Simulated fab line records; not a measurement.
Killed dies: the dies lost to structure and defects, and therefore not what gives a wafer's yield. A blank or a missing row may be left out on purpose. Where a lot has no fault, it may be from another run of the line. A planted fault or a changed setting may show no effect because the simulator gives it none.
Matching of chambers || flow nand harc || rie diel-13 running NHARC_P_M2_STRIP_18: 4 sister chambers
The step strips in N2/H2. 8 wafers are shown with their chamber, then 7 later ones without.

== WAFERS, EACH WITH ITS CHAMBER ==
{"wafer": "L075.1", "chamber": 0, "oes product au (a.u.)": 0.993, "throttle valve pct (%)": 14.176}
{"wafer": "L076.2", "chamber": 3, "oes product au (a.u.)": 0.974, "throttle valve pct (%)": 14.175}
{"wafer": "L076.3", "chamber": 1, "oes product au (a.u.)": 0.984, "throttle valve pct (%)": 14.172}
{"wafer": "L079.1", "chamber": 0, "oes product au (a.u.)": 0.998, "throttle valve pct (%)": 14.176}
{"wafer": "L079.5", "chamber": 2, "oes product au (a.u.)": 0.994, "throttle valve pct (%)": 14.179}
{"wafer": "L079.6", "chamber": 1, "oes product au (a.u.)": 1.013, "throttle valve pct (%)": 14.178}
{"wafer": "L081.2", "chamber": 3, "oes product au (a.u.)": 0.986, "throttle valve pct (%)": 14.175}
{"wafer": "L081.3", "chamber": 2, "oes product au (a.u.)": 1.011, "throttle valve pct (%)": 14.166}

== WAFERS WITHOUT THEIR CHAMBER ==
{"wafer": "L081.6", "oes product au (a.u.)": 1.003, "throttle valve pct (%)": 14.170}
{"wafer": "L080.3", "oes product au (a.u.)": 1.004, "throttle valve pct (%)": 14.166}
{"wafer": "L080.4", "oes product au (a.u.)": 1.000, "throttle valve pct (%)": 14.188}
{"wafer": "L080.6", "oes product au (a.u.)": 1.000, "throttle valve pct (%)": 14.169}
{"wafer": "L085.2", "oes product au (a.u.)": 0.995, "throttle valve pct (%)": 14.155}
{"wafer": "L085.4", "oes product au (a.u.)": 0.998, "throttle valve pct (%)": 14.172}
{"wafer": "L085.6", "oes product au (a.u.)": 0.990, "throttle valve pct (%)": 14.169}

== WHICH CHAMBER EACH ONE RAN IN ==
{"wafer": "L081.6", "from the rows above": "can't be placed: 2 or 1 or 0 or 3", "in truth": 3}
{"wafer": "L080.3", "from the rows above": "can't be placed: 2 or 1 or 0 or 3", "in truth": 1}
{"wafer": "L080.4", "from the rows above": "can't be placed: 0 or 1 or 3 or 2", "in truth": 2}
{"wafer": "L080.6", "from the rows above": "can't be placed: 2 or 1 or 0 or 3", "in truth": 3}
{"wafer": "L085.2", "from the rows above": "can't be placed: 2 or 1 or 3 or 0", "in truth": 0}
{"wafer": "L085.4", "from the rows above": "can't be placed: 2 or 1 or 0 or 3", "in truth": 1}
{"wafer": "L085.6", "from the rows above": "can't be placed: 2 or 1 or 3 or 0", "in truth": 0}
Placed correctly: 0 of 7. These rows do not allow placing 7 (true chamber among the candidates in 7). Number placed wrongly: 0.
How it was worked out, from the rows above alone: a wafer's distance from a chamber is the root of the sum, over the readings, of the square of ((its reading less the chamber's mean) divided by the reading's scatter). If the next closest chamber is less than 2 further off than the closest, the wafer can't be placed; otherwise it belongs to the closest. A chamber's mean is the mean of its shown wafers. The scatter: the root of (the sum of the squares of (reading less its chamber's mean) over the shown wafers, divided by (wafers less chambers)).
